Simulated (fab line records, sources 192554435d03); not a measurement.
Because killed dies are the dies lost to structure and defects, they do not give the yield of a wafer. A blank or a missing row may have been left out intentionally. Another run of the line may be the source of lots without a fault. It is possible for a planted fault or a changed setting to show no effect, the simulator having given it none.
fab line records	flow n5Finfet
record lots=24	wafers=72	lastDay=18
route steps=1938 shown BEOL_M8@1336
lots that met no fault: from a run of the same line without faults
startH: the number of hours between the record's first day and the start of the first shown wafer of the lot	waitH: hours elapsed since this lot's preceding step	" unchanged from the row above	L1.1+2: a row that stands for several wafers	- no value, or no start was given	* or withheld: withheld	< > ~ a bound
route shown NAME@n: a module of which the file shows steps, and the number in the route of the first	usual: average and standard deviation across the fault-free wafers	same: alike in all rows	chamber/n: place in a boat	sites: per-site readings	_std_site: standard deviation of those values	_edge_site: inner sites' mean taken away from outer sites' mean	radiusMm: for every site, how far away it sits from the centre of the wafer	mask NAME#n: copy n	behind: tool/chamber where the wafer was last shaped	hold: why the lot went on hold/how many hours it stayed there/how the hold came to an end	device: transistor that didn't switch, given as n, p or np	end of line: tests of these same wafers at the route's end	for a step that has no rows: nothing shown but its recipe	killed: the dies lost at the first sort to structure and to defects; this is not the yield of the wafer	map: a wafer's dies, marking killed ones x, the rest . and places with no die _
set.NAME: the setting that was run; set.NAME@STEP: the one run at that earlier step	model.NAME: the simulator's own value behind a step, which no gauge read
one table for each step of the route and one row for each wafer, over a sample of lots
services: the hour from which a tool's chamber was out of use, counted from the record's first day as startH (under 0 if before that day), plus the number of hours and why
## steps
# step N5_BEOL_M8_HM_DEP_02
# recipe material=TiN	targetThkA=200	tempC=25	chamberPressurePa=0.49996
# usual throttleValvePct=30.1/1.1
lot.wafer	tool	chamber	startH	waitH	throttleValvePct
L075.1	pvdSputter-01	-	204.14	1.2	28.8
L075.3	"	-	"	"	29.0
L075.6	"	-	"	"	29.0
L074.4	pvdSputter-03	-	204.38	0.5	31.1
L074.5	"	-	"	"	31.4
L074.6	"	-	"	"	31.5
L076.3	pvdSputter-02	-	208.10	1.3	31.2
L076.4	"	-	"	"	29.8
L076.6	"	-	"	"	29.7
L077.1	pvdSputter-03	-	216.62	0.0	28.7
L077.2	"	-	"	"	31.3
L077.6	"	-	"	"	31.7
L078.3	pvdSputter-02	-	218.76	0.0	29.6
L078.4	"	-	"	"	31.1
L078.5	"	-	"	"	31.2
L079.1	pvdSputter-01	-	221.97	1.4	28.9
L079.4	"	-	"	"	29.5
L079.5	"	-	"	"	28.8
L080.2	pvdSputter-02	-	226.48	1.1	31.1
L080.3	"	-	"	"	30.9
L080.5	"	-	"	"	29.5
L081.2	pvdSputter-01	-	242.82	0.8	31.3
L081.3	"	-	"	"	29.5
L081.6	"	-	"	"	29.4
L082.1	pvdSputter-01	-	246.02	1.8	28.7
L082.4	"	-	"	"	29.4
L082.5	"	-	"	"	29.4
L083.1	pvdSputter-01	-	250.44	0.4	29.5
L083.3	"	-	"	"	28.7
L083.4	"	-	"	"	31.1
L084.1	pvdSputter-01	-	259.12	0.5	28.7
L084.3	"	-	"	"	28.9
L084.6	"	-	"	"	28.9
L085.1	pvdSputter-03	-	264.75	1.9	31.6
L085.4	"	-	"	"	29.0
L085.5	"	-	"	"	29.2
L086.3	pvdSputter-01	-	268.51	0.6	28.9
L086.5	"	-	"	"	29.0
L086.6	"	-	"	"	31.2
L088.2	pvdSputter-01	-	279.43	1.1	28.8
L088.3	"	-	"	"	28.8
L088.4	"	-	"	"	29.5
L089.2	pvdSputter-03	-	280.96	0.0	31.4
L089.3	"	-	"	"	28.8
L089.4	"	-	"	"	31.4
L090.1	pvdSputter-02	-	286.01	1.3	29.4
L090.3	"	-	"	"	31.0
L090.4	"	-	"	"	31.1
L087.1	pvdSputter-03	-	286.04	1.2	28.9
L087.3	"	-	"	"	31.3
L087.5	"	-	"	"	29.0
L091.3	pvdSputter-03	-	289.24	0.4	31.3
L091.4	"	-	"	"	28.9
L091.5	"	-	"	"	31.5
L093.1	pvdSputter-02	-	326.09	0.7	31.1
L093.4	"	-	"	"	29.4
L093.5	"	-	"	"	29.7
L092.4	pvdSputter-01	-	326.20	0.2	29.0
L092.5	"	-	"	"	29.4
L092.6	"	-	"	"	28.8
L097.2	pvdSputter-03	-	327.97	0.8	31.3
L097.3	"	-	"	"	31.6
L097.5	"	-	"	"	31.5
L094.1	pvdSputter-02	-	329.05	1.1	31.3
L094.2	"	-	"	"	30.9
L094.4	"	-	"	"	29.6
L095.2	pvdSputter-03	-	333.64	0.7	31.6
L095.3	"	-	"	"	31.6
L095.6	"	-	"	"	31.6
L096.3	pvdSputter-03	-	353.33	0.7	31.6
L096.4	"	-	"	"	28.7
L096.5	"	-	"	"	31.6
# step N5_BEOL_M8_DESCUM_16
# recipe chemistry=O2	timeS=7.9	sourcePowerW=50	biasPowerW=20	pressureMtorr=20	rfFrequencyHz=2.712e+07	tempC=40	resist=CAR-ArF	o2FlowSccm=225
# usual biasPowerW=20.00/0.062	chamberPressureMTorr=20.000/0.019	drypumpMotorCurrentA=5.7/0.43	oesProductAu=0.80/0.091	rfVppV=243.9/0.97	showerheadPlenumPTorr=2.15/0.04	throttleValvePct=20.36/0.18
lot.wafer	tool	chamber	startH	waitH	biasPowerW	chamberPressureMTorr	drypumpMotorCurrentA	oesProductAu	rfHoursCounterH	rfVppV	showerheadPlenumPTorr	throttleValvePct
L075.1	rieDiel-01	3	204.90	0.2	19.98	20.034	6.3	0.73	221	244.7	2.13	20.27
L075.3	"	2	"	"	19.94	20.036	5.2	0.94	11	243.9	2.15	20.57
L075.6	"	1	"	"	20.05	20.028	5.7	0.77	-	244.1	2.20	20.37
L074.4	rieDiel-01	3	205.62	0.7	20.03	19.987	6.3	0.71	221	244.1	2.13	20.28
L074.5	"	1	"	"	20.02	20.007	5.7	0.77	-	245.3	2.20	20.38
L074.6	"	0	"	"	20.05	19.998	6.3	0.72	-	244.4	2.17	20.39
L076.3	rieDiel-01	0	208.69	0.0	20.07	20.006	6.3	0.72	195	243.9	2.17	20.39
L076.4	"	1	"	"	20.00	19.988	5.7	0.77	121	243.7	2.20	20.38
L076.6	"	0	"	"	20.07	19.994	6.3	0.73	-	243.1	2.17	20.39
L077.1	rieDiel-03	0	217.21	0.0	19.90	20.034	5.8	0.88	44	244.8	2.22	20.27
L077.2	"	2	"	"	20.00	19.979	5.3	0.68	237	243.8	2.16	20.29
L077.6	"	0	"	"	19.95	19.987	5.8	0.87	-	244.3	2.22	20.29
L078.3	rieDiel-05	0	219.53	0.3	20.03	20.014	6.4	0.71	216	243.7	2.15	20.16
L078.4	"	2	"	"	19.86	20.010	5.9	0.96	-	243.5	2.13	20.18
L078.5	"	1	"	"	20.03	19.967	5.1	0.74	-	243.1	2.09	20.10
L079.1	rieDiel-03	1	222.43	0.0	20.07	19.967	5.3	0.84	54	242.5	2.14	20.51
L079.4	"	2	"	"	20.03	19.999	5.3	0.68	239	243.8	2.16	20.30
L079.5	"	2	"	"	19.99	20.005	5.3	0.67	-	244.0	2.16	20.32
L080.2	rieDiel-03	1	227.23	0.2	19.99	19.977	5.3	0.84	55	243.0	2.14	20.50
L080.3	"	3	"	"	20.08	19.995	5.2	0.68	215	245.3	2.15	20.47
L080.5	"	0	"	"	20.03	20.010	5.9	0.88	-	243.2	2.22	20.28
L081.2	rieDiel-01	1	243.29	0.0	19.99	20.025	5.8	0.76	134	244.8	2.19	20.40
L081.3	"	2	"	"	20.07	19.997	5.2	0.91	25	245.1	2.15	20.62
L081.6	"	0	"	"	19.94	20.039	6.4	0.72	-	242.8	2.17	20.40
L082.1	rieDiel-03	1	246.65	0.2	20.05	20.028	5.3	0.83	61	243.3	2.14	20.53
L082.4	"	2	"	"	20.00	20.002	5.3	0.66	247	244.1	2.16	20.32
L082.5	"	3	"	"	20.11	19.975	5.3	0.68	-	244.3	2.15	20.46
L083.1	rieDiel-05	3	251.03	0.0	19.93	20.020	5.7	0.97	5	243.2	2.06	20.44
L083.3	"	0	"	"	20.05	20.028	6.4	0.71	227	242.9	2.14	20.17
L083.4	"	2	"	"	20.09	20.001	6.0	0.91	14	243.8	2.12	20.21
L084.1	rieDiel-05	3	259.58	0.0	19.98	19.999	5.7	0.95	9	243.0	2.05	20.45
L084.3	"	1	"	"	20.16	19.987	5.1	0.73	169	241.6	2.09	20.12
L084.6	"	1	"	"	20.08	19.966	5.1	0.74	-	243.0	2.09	20.13
L085.1	rieDiel-03	1	265.37	0.2	20.03	20.001	5.3	0.83	70	243.3	2.13	20.54
L085.4	"	3	"	"	20.04	20.025	5.2	0.68	-	242.2	2.15	20.47
L085.5	"	1	"	"	19.98	19.980	5.3	0.83	-	244.6	2.13	20.54
L086.3	rieDiel-05	2	268.97	0.0	19.99	19.999	5.9	0.88	22	242.6	2.12	20.21
L086.5	"	3	"	"	19.92	20.016	5.7	0.93	-	241.8	2.05	20.45
L086.6	"	0	"	"	19.95	20.020	6.4	0.69	-	245.1	2.14	20.20
L088.2	rieDiel-03	3	280.04	0.2	20.04	20.009	5.2	0.68	236	243.0	2.15	20.48
L088.3	"	1	"	"	19.95	19.989	5.3	0.82	78	243.0	2.13	20.54
L088.4	"	0	"	"	20.00	19.981	5.8	0.85	69	244.4	2.21	20.31
L089.2	rieDiel-05	1	281.55	0.0	19.96	20.039	5.1	0.73	178	243.0	2.08	20.14
L089.3	"	0	"	"	20.04	19.990	6.4	0.69	240	244.0	2.14	20.20
L089.4	"	2	"	"	19.97	20.002	5.9	0.89	25	242.8	2.12	20.22
L090.1	rieDiel-03	2	286.61	0.0	19.93	19.963	5.3	0.96	4	242.3	2.15	19.86
L090.3	"	3	"	"	19.99	20.003	5.2	0.68	239	245.2	2.14	20.50
L090.4	"	1	"	"	19.85	19.967	5.3	0.81	80	243.9	2.13	20.54
L087.1	rieDiel-01	2	286.78	0.0	19.99	20.021	5.2	0.88	38	241.7	2.14	20.61
L087.3	"	1	"	"	19.96	19.989	5.6	0.73	156	245.2	2.18	20.44
L087.5	"	0	"	"	20.03	20.012	6.4	0.71	-	245.2	2.16	20.42
L091.3	rieDiel-03	1	290.00	0.2	19.90	20.031	5.3	0.81	81	242.6	2.13	20.54
L091.4	"	2	"	"	19.95	19.985	5.3	0.97	5	243.4	2.15	19.87
L091.5	"	1	"	"	20.00	19.973	5.3	0.81	-	243.7	2.13	20.56
L093.1	rieDiel-03	0	327.18	0.5	20.00	20.000	5.9	0.82	90	245.3	2.20	20.37
L093.4	"	0	"	"	20.02	19.990	5.8	0.83	-	243.8	2.20	20.33
L093.5	"	0	"	"	20.05	20.005	5.9	0.83	-	247.4	2.20	20.37
L092.4	rieDiel-05	3	327.27	0.5	20.00	20.031	5.7	0.88	37	244.3	2.04	20.49
L092.5	"	1	"	"	20.01	20.002	5.1	0.72	-	243.4	2.08	20.15
L092.6	"	2	"	"	19.99	19.985	5.9	0.84	-	245.1	2.11	20.26
L097.2	rieDiel-03	1	328.79	0.3	20.03	20.011	5.3	0.79	97	244.2	2.12	20.58
L097.3	"	0	"	"	20.05	20.014	5.8	0.82	-	243.7	2.20	20.37
L097.5	"	0	"	"	19.96	19.934	5.9	0.82	-	244.9	2.20	20.35
L094.1	rieDiel-01	1	329.64	0.0	20.06	19.983	5.7	0.73	175	244.9	2.18	20.44
L094.2	"	2	"	"	20.11	20.013	5.2	0.85	56	244.1	2.13	20.67
L094.4	"	0	"	"	19.93	19.999	6.4	0.69	-	244.3	2.15	20.44
L095.2	rieDiel-03	0	334.22	0.0	19.96	20.000	5.9	0.82	93	245.2	2.20	20.37
L095.3	"	2	"	"	20.00	19.998	5.3	0.90	23	243.6	2.15	19.88
L095.6	"	2	"	"	19.98	19.961	5.3	0.89	-	244.3	2.15	19.89
L096.3	rieDiel-01	0	353.93	0.0	20.08	20.010	6.4	0.69	252	243.9	2.15	20.48
L096.4	"	1	"	"	20.06	19.983	5.7	0.72	-	243.0	2.17	20.47
L096.5	"	0	"	"	19.95	20.026	6.4	0.69	-	244.6	2.15	20.46
# step N5_BEOL_M8_DESCUM_33
# recipe chemistry=O2	timeS=7	sourcePowerW=50	biasPowerW=20	pressureMtorr=20	rfFrequencyHz=2.712e+07	tempC=40	resist=CAR-EUV	o2FlowSccm=225
# usual biasPowerW=19.99/0.059	chamberPressureMTorr=20.000/0.018	drypumpMotorCurrentA=5.7/0.47	oesProductAu=0.79/0.093	rfVppV=243.8/0.96	showerheadPlenumPTorr=2.14/0.043	throttleValvePct=20.36/0.18
lot.wafer	tool	chamber	startH	waitH	biasPowerW	chamberPressureMTorr	drypumpMotorCurrentA	oesProductAu	rfHoursCounterH	rfVppV	showerheadPlenumPTorr	throttleValvePct
L075.1	rieDiel-03	1	207.11	0.0	20.02	20.022	5.3	0.86	49	243.8	2.14	20.49
L075.3	"	0	"	"	20.04	20.006	5.9	0.89	41	245.3	2.22	20.29
L075.6	"	3	"	"	20.02	19.999	5.3	0.70	-	244.2	2.16	20.44
L074.4	rieDiel-01	0	207.19	0.0	20.05	20.000	6.4	0.73	194	243.6	2.17	20.37
L074.5	"	2	"	"	20.03	20.014	5.2	0.95	-	242.9	2.15	20.57
L074.6	"	1	"	"	19.92	19.990	5.7	0.77	-	245.1	2.20	20.37
L076.3	rieDiel-01	1	211.59	0.1	19.92	19.995	5.7	0.77	121	245.3	2.20	20.37
L076.4	"	3	"	"	19.85	20.001	6.3	0.71	223	245.5	2.13	20.28
L076.6	"	1	"	"	20.01	19.993	5.7	0.76	-	244.1	2.20	20.38
L077.1	rieDiel-01	1	218.49	0.1	20.04	20.000	5.7	0.76	124	242.9	2.20	20.38
L077.2	"	3	"	"	19.95	20.000	6.3	0.71	225	245.8	2.13	20.29
L077.6	"	3	"	"	19.99	20.026	6.3	0.71	-	243.7	2.13	20.30
L078.3	rieDiel-01	3	221.27	0.0	19.99	20.002	6.3	0.71	226	244.2	2.13	20.29
L078.4	"	0	"	"	19.93	20.010	6.4	0.72	200	244.2	2.17	20.37
L078.5	"	0	"	"	19.99	20.011	6.3	0.73	-	244.4	2.17	20.38
L079.1	rieDiel-01	1	223.53	0.0	19.91	19.980	5.7	0.76	126	243.7	2.19	20.37
L079.4	"	0	"	"	19.91	20.004	6.4	0.72	201	243.4	2.17	20.38
L079.5	"	3	"	"	20.04	20.014	6.3	0.72	-	244.1	2.13	20.28
L080.2	rieDiel-03	2	230.89	0.0	20.02	20.034	5.3	0.67	242	243.3	2.16	20.32
L080.3	"	3	"	"	20.00	19.991	5.2	0.68	216	243.7	2.15	20.46
L080.5	"	3	"	"	20.02	19.986	5.2	0.69	-	242.8	2.15	20.46
L081.2	rieDiel-01	0	245.23	0.0	19.97	20.019	6.4	0.72	210	244.7	2.16	20.39
L081.3	"	2	"	"	19.92	20.030	5.2	0.91	26	244.9	2.15	20.61
L081.6	"	0	"	"	19.90	19.993	6.4	0.72	-	244.1	2.17	20.39
L082.1	rieDiel-01	1	248.54	0.4	20.04	20.001	5.7	0.74	136	245.5	2.19	20.39
L082.4	"	0	"	"	19.98	20.007	6.4	0.72	-	243.8	2.16	20.40
L082.5	"	2	"	"	19.98	20.002	5.2	0.90	-	242.9	2.15	20.61
L083.1	rieDiel-05	3	251.97	0.0	20.01	19.981	5.7	0.96	6	240.4	2.06	20.46
L083.3	"	0	"	"	20.04	20.034	6.4	0.70	227	242.4	2.14	20.18
L083.4	"	1	"	"	20.01	19.998	5.1	0.73	166	243.0	2.09	20.10
L084.1	rieDiel-01	1	260.72	0.0	20.05	19.977	5.7	0.75	144	243.4	2.19	20.40
L084.3	"	1	"	"	19.98	20.005	5.7	0.74	-	247.0	2.19	20.41
L084.6	"	0	"	"	20.02	20.000	6.4	0.71	-	243.5	2.16	20.40
L085.1	rieDiel-03	3	267.16	0.0	20.03	20.022	5.2	0.68	230	244.7	2.15	20.49
L085.4	"	1	"	"	19.92	20.004	5.3	0.83	-	243.4	2.13	20.52
L085.5	"	3	"	"	19.90	20.014	5.2	0.68	-	243.8	2.15	20.46
L086.3	rieDiel-05	3	272.25	0.2	19.93	20.016	5.7	0.94	15	243.4	2.05	20.47
L086.5	"	1	"	"	19.93	19.996	5.1	0.74	-	242.7	2.08	20.14
L086.6	"	0	"	"	20.00	19.976	6.4	0.69	-	244.1	2.14	20.20
L088.2	rieDiel-05	3	281.07	0.0	19.97	20.015	5.7	0.91	19	242.8	2.05	20.45
L088.3	"	0	"	"	19.94	20.018	6.4	0.69	240	243.7	2.14	20.21
L088.4	"	1	"	"	19.97	19.993	5.1	0.72	178	243.7	2.08	20.13
L089.2	rieDiel-03	0	282.94	0.5	19.96	20.007	5.9	0.84	70	244.6	2.21	20.33
L089.3	"	2	"	"	20.04	20.006	5.3	0.97	2	244.6	2.15	19.86
L089.4	"	3	"	"	20.04	19.958	5.3	0.67	237	245.8	2.14	20.48
L090.1	rieDiel-05	0	288.54	0.4	19.91	20.009	6.4	0.70	241	243.8	2.14	20.21
L090.3	"	2	"	"	20.03	20.009	5.9	0.89	27	243.4	2.12	20.22
L090.4	"	3	"	"	20.04	20.011	5.7	0.92	20	241.8	2.05	20.46
L087.1	rieDiel-05	0	288.94	0.6	19.88	20.005	6.4	0.69	242	243.2	2.14	20.20
L087.3	"	2	"	"	19.99	19.987	5.9	0.87	27	242.9	2.12	20.23
L087.5	"	0	"	"	19.85	20.016	6.4	0.70	-	243.4	2.14	20.22
L091.3	rieDiel-01	1	291.09	0.0	20.11	19.993	5.7	0.73	158	244.8	2.18	20.44
L091.4	"	1	"	"	20.07	19.970	5.7	0.74	-	244.5	2.18	20.44
L091.5	"	2	"	"	19.96	19.993	5.2	0.87	-	244.3	2.14	20.63
L092.4	rieDiel-05	3	328.70	0.4	20.02	19.997	5.6	0.87	38	242.5	2.04	20.50
L092.5	"	1	"	"	19.93	20.001	5.1	0.71	-	241.8	2.08	20.16
L092.6	"	0	"	"	19.97	20.008	6.5	0.99	-	243.6	2.13	19.81
L093.1	rieDiel-03	1	329.18	0.4	19.98	20.029	5.3	0.80	97	243.4	2.12	20.56
L093.4	"	0	"	"	20.08	19.997	5.9	0.82	-	245.3	2.20	20.35
L093.5	"	0	"	"	19.95	19.974	5.9	0.83	-	244.0	2.20	20.35
L097.2	rieDiel-01	1	329.90	0.0	20.03	19.999	5.7	0.72	175	243.5	2.18	20.44
L097.3	"	2	"	"	20.00	19.974	5.2	0.85	56	243.3	2.14	20.65
L097.5	"	2	"	"	20.09	19.954	5.2	0.86	-	243.0	2.14	20.65
L094.1	rieDiel-01	1	331.08	0.5	19.90	20.010	5.7	0.73	176	244.6	2.18	20.45
L094.2	"	0	"	"	19.90	19.982	6.4	0.69	241	244.0	2.15	20.44
L094.4	"	2	"	"	20.00	19.975	5.2	0.85	-	243.5	2.14	20.65
L095.2	rieDiel-05	3	337.84	0.1	19.97	20.008	5.7	0.88	41	242.6	2.04	20.49
L095.3	"	0	"	"	19.98	19.962	6.4	0.98	5	243.1	2.13	19.82
L095.6	"	2	"	"	19.99	20.000	5.9	0.85	-	244.8	2.11	20.25
L096.3	rieDiel-05	2	355.75	0.0	20.03	19.992	6.0	0.83	55	242.0	2.11	20.27
L096.4	"	1	"	"	19.96	20.019	5.1	0.71	202	243.3	2.07	20.18
L096.5	"	1	"	"	19.99	19.975	5.1	0.71	-	242.7	2.07	20.17
# step N5_BEOL_M8_PRE_CLEAN_45
# recipe gas=H2/He	timeS=30	tempC=250
# usual heaterPowerW=347/29
lot.wafer	tool	chamber	startH	waitH	heaterPowerW
L075.1	pvdSputter-02	-	208.46	0.0	360
L075.3	"	-	"	"	339
L075.6	"	-	"	"	320
L074.4	pvdSputter-01	-	208.50	0.0	380
L074.5	"	-	"	"	365
L074.6	"	-	"	"	355
L076.3	pvdSputter-02	-	212.58	0.0	375
L076.4	"	-	"	"	317
L076.6	"	-	"	"	307
L077.1	pvdSputter-01	-	221.57	0.0	327
L077.2	"	-	"	"	394
L077.6	"	-	"	"	362
L078.3	pvdSputter-01	-	222.35	0.0	386
L078.4	"	-	"	"	328
L078.5	"	-	"	"	386
L079.1	pvdSputter-02	-	226.02	0.0	307
L079.4	"	-	"	"	359
L079.5	"	-	"	"	310
L080.2	pvdSputter-03	-	233.89	0.0	348
L080.3	"	-	"	"	375
L080.5	"	-	"	"	329
L081.2	pvdSputter-01	-	246.26	0.0	355
L081.3	"	-	"	"	333
L081.6	"	-	"	"	378
L082.1	pvdSputter-03	-	249.64	0.0	329
L082.4	"	-	"	"	350
L082.5	"	-	"	"	285
L083.1	pvdSputter-01	-	253.00	0.0	368
L083.3	"	-	"	"	396
L083.4	"	-	"	"	330
L084.1	pvdSputter-03	-	262.29	0.0	352
L084.3	"	-	"	"	378
L084.6	"	-	"	"	351
L085.1	pvdSputter-01	-	268.17	0.0	395
L085.4	"	-	"	"	343
L085.5	"	-	"	"	387
L086.3	pvdSputter-01	-	273.28	0.0	357
L086.5	"	-	"	"	332
L086.6	"	-	"	"	397
L088.2	pvdSputter-03	-	282.42	0.0	325
L088.3	"	-	"	"	292
L088.4	"	-	"	"	373
L089.2	pvdSputter-03	-	285.54	0.0	333
L089.3	"	-	"	"	364
L089.4	"	-	"	"	357
L090.1	pvdSputter-03	-	289.52	0.0	331
L090.3	"	-	"	"	301
L090.4	"	-	"	"	380
L087.1	pvdSputter-03	-	291.45	0.0	375
L087.3	"	-	"	"	330
L087.5	"	-	"	"	372
L091.3	pvdSputter-03	-	292.15	0.0	350
L091.4	"	-	"	"	373
L091.5	"	-	"	"	347
L092.4	pvdSputter-01	-	330.46	0.0	384
L092.5	"	-	"	"	346
L092.6	"	-	"	"	380
L093.1	pvdSputter-01	-	330.80	0.0	383
L093.4	"	-	"	"	370
L093.5	"	-	"	"	393
L097.2	pvdSputter-01	-	331.50	0.0	353
L097.3	"	-	"	"	384
L097.5	"	-	"	"	331
L094.1	pvdSputter-03	-	332.54	0.0	356
L094.2	"	-	"	"	368
L094.4	"	-	"	"	288
L095.2	pvdSputter-02	-	338.86	0.0	311
L095.3	"	-	"	"	362
L095.6	"	-	"	"	352
L096.3	pvdSputter-02	-	356.80	0.0	344
L096.4	"	-	"	"	311
L096.5	"	-	"	"	353
# step N5_BEOL_M8_SURFACE_TREAT_79
# recipe gas=Ar	timeS=*	ionEnergyEv=*	ionCurrentMaCm2=0.5	pressureMtorr=*	arFlowSccm=30
# usual throttleValvePct=*
lot.wafer	tool	chamber	startH	waitH	throttleValvePct
L074.4	pvdSputter-01	-	209.10	0.4	*
L074.5	"	-	"	"	*
L074.6	"	-	"	"	*
L075.1	pvdSputter-01	-	209.18	0.5	*
L075.3	"	-	"	"	*
L075.6	"	-	"	"	*
L076.3	pvdSputter-02	-	212.99	0.2	*
L076.4	"	-	"	"	*
L076.6	"	-	"	"	*
L077.1	pvdSputter-01	-	222.17	0.2	*
L077.2	"	-	"	"	*
L077.6	"	-	"	"	*
L078.3	pvdSputter-01	-	222.71	0.2	*
L078.4	"	-	"	"	*
L078.5	"	-	"	"	*
L079.1	pvdSputter-03	-	226.46	0.2	*
L079.4	"	-	"	"	*
L079.5	"	-	"	"	*
L080.2	pvdSputter-02	-	234.23	0.2	*
L080.3	"	-	"	"	*
L080.5	"	-	"	"	*
L081.2	pvdSputter-01	-	246.70	0.2	*
L081.3	"	-	"	"	*
L081.6	"	-	"	"	*
L082.1	pvdSputter-03	-	250.02	0.2	*
L082.4	"	-	"	"	*
L082.5	"	-	"	"	*
L083.1	pvdSputter-01	-	253.34	0.2	*
L083.3	"	-	"	"	*
L083.4	"	-	"	"	*
L084.1	pvdSputter-02	-	262.79	0.3	*
L084.3	"	-	"	"	*
L084.6	"	-	"	"	*
L085.1	pvdSputter-01	-	268.61	0.2	*
L085.4	"	-	"	"	*
L085.5	"	-	"	"	*
L086.3	pvdSputter-01	-	273.78	0.3	*
L086.5	"	-	"	"	*
L086.6	"	-	"	"	*
L088.2	pvdSputter-01	-	282.77	0.2	*
L088.3	"	-	"	"	*
L088.4	"	-	"	"	*
L089.2	pvdSputter-03	-	285.96	0.2	*
L089.3	"	-	"	"	*
L089.4	"	-	"	"	*
L090.1	pvdSputter-01	-	289.99	0.3	*
L090.3	"	-	"	"	*
L090.4	"	-	"	"	*
L087.1	pvdSputter-03	-	291.81	0.2	*
L087.3	"	-	"	"	*
L087.5	"	-	"	"	*
L091.3	pvdSputter-01	-	292.51	0.2	*
L091.4	"	-	"	"	*
L091.5	"	-	"	"	*
L092.4	pvdSputter-01	-	331.20	0.3	*
L092.5	"	-	"	"	*
L092.6	"	-	"	"	*
L093.1	pvdSputter-01	-	331.42	0.2	*
L093.4	"	-	"	"	*
L093.5	"	-	"	"	*
L097.2	pvdSputter-01	-	332.12	0.3	*
L097.3	"	-	"	"	*
L097.5	"	-	"	"	*
L094.1	pvdSputter-03	-	333.00	0.2	*
L094.2	"	-	"	"	*
L094.4	"	-	"	"	*
L095.2	pvdSputter-02	-	339.32	0.2	*
L095.3	"	-	"	"	*
L095.6	"	-	"	"	*
L096.3	pvdSputter-02	-	357.15	0.2	*
L096.4	"	-	"	"	*
L096.5	"	-	"	"	*
# step N5_BEOL_M8_THK_MEAS_53
# recipe thkMeasGauge=xrf	reads=Cu_of_BEOL_M8_ECD_50
# usual M8_THK=80.6/1.8
lot.wafer	tool	chamber	startH	waitH	M8_THK[nm]
L074.4	filmMetro-02	-	211.07	-	83.2
L074.5	"	-	"	"	80.3
L074.6	"	-	"	"	82.1
L075.1	filmMetro-02	-	211.35	-	78.5
L075.3	"	-	"	"	79.4
L075.6	"	-	"	"	75.9
L076.3	filmMetro-01	-	214.29	-	79.5
L076.4	"	-	"	"	80.4
L076.6	"	-	"	"	79.3
L077.1	filmMetro-01	-	223.19	-	81.8
L077.2	"	-	"	"	82.6
L077.6	"	-	"	"	82.1
L078.3	filmMetro-01	-	223.78	-	80.3
L078.4	"	-	"	"	78.4
L078.5	"	-	"	"	77.7
L079.1	filmMetro-01	-	227.73	-	80.0
L079.4	"	-	"	"	79.8
L079.5	"	-	"	"	81.7
L080.2	filmMetro-01	-	235.36	-	82.9
L080.3	"	-	"	"	77.3
L080.5	"	-	"	"	79.9
L081.2	filmMetro-02	-	247.76	-	83.0
L081.3	"	-	"	"	83.8
L081.6	"	-	"	"	81.8
L082.1	filmMetro-01	-	251.43	-	80.2
L082.4	"	-	"	"	81.4
L082.5	"	-	"	"	81.6
L083.1	filmMetro-01	-	254.55	-	81.0
L083.3	"	-	"	"	78.9
L083.4	"	-	"	"	80.1
L084.1	filmMetro-01	-	264.13	-	79.0
L084.3	"	-	"	"	81.3
L084.6	"	-	"	"	81.8
L085.1	filmMetro-02	-	269.87	-	81.1
L085.4	"	-	"	"	81.4
L085.5	"	-	"	"	79.4
L086.3	filmMetro-02	-	276.58	-	82.3
L086.5	"	-	"	"	80.4
L086.6	"	-	"	"	78.9
L088.2	filmMetro-01	-	283.74	-	80.1
L088.3	"	-	"	"	78.5
L088.4	"	-	"	"	78.6
L089.2	filmMetro-01	-	286.94	-	77.9
L089.3	"	-	"	"	82.5
L089.4	"	-	"	"	75.9
L090.1	filmMetro-02	-	291.70	-	76.9
L090.3	"	-	"	"	78.4
L090.4	"	-	"	"	80.4
L087.1	filmMetro-01	-	292.83	-	75.9
L087.3	"	-	"	"	80.3
L087.5	"	-	"	"	79.1
L091.3	filmMetro-02	-	293.95	-	81.8
L091.4	"	-	"	"	81.4
L091.5	"	-	"	"	80.1
L092.4	filmMetro-02	-	332.43	-	81.1
L092.5	"	-	"	"	80.2
L092.6	"	-	"	"	80.0
L093.1	filmMetro-02	-	332.85	-	81.1
L093.4	"	-	"	"	82.8
L093.5	"	-	"	"	81.6
L097.2	filmMetro-02	-	333.21	-	82.3
L097.3	"	-	"	"	80.2
L097.5	"	-	"	"	81.0
L094.1	filmMetro-02	-	334.69	-	78.9
L094.2	"	-	"	"	80.1
L094.4	"	-	"	"	80.4
L095.2	filmMetro-01	-	340.47	-	86.4
L095.3	"	-	"	"	81.9
L095.6	"	-	"	"	82.3
L096.3	filmMetro-01	-	358.18	-	81.9
L096.4	"	-	"	"	81.8
L096.5	"	-	"	"	81.8
## services
tool	chamber	startH	hours	kind
rieDiel-01	1	182.08	1.6	repair
rieDiel-05	2	202.05	-	clean
rieDiel-05	2	202.05	-	consumableReplace:focusRing
rieDiel-05	2	202.05	14.4	scheduledDown
rieDiel-05	2	202.05	14.4	ventCycle
rieDiel-05	3	216.48	-	clean
rieDiel-05	3	216.48	-	consumableReplace:focusRing
rieDiel-05	3	216.48	20.3	scheduledDown
rieDiel-05	-	228.13	0.4	repair
rieDiel-01	3	235.05	61.9	repair
rieDiel-03	2	254.30	-	clean
rieDiel-03	2	254.30	-	consumableReplace:focusRing
rieDiel-05	2	271.67	4.7	repair
rieDiel-01	0	275.58	5.2	repair
rieDiel-05	1	291.08	6.5	repair
rieDiel-03	1	302.27	7.5	repair
rieDiel-03	3	315.27	-	clean
rieDiel-03	3	315.27	-	consumableReplace:focusRing
rieDiel-03	3	315.27	38.3	scheduledDown
rieDiel-03	3	315.27	38.3	ventCycle
rieDiel-01	0	317.42	11.6	repair
rieDiel-01	3	320.48	100.8	repair
rieDiel-03	2	326.80	3.5	repair
rieDiel-05	1	347.17	6.4	repair
## key
fault none
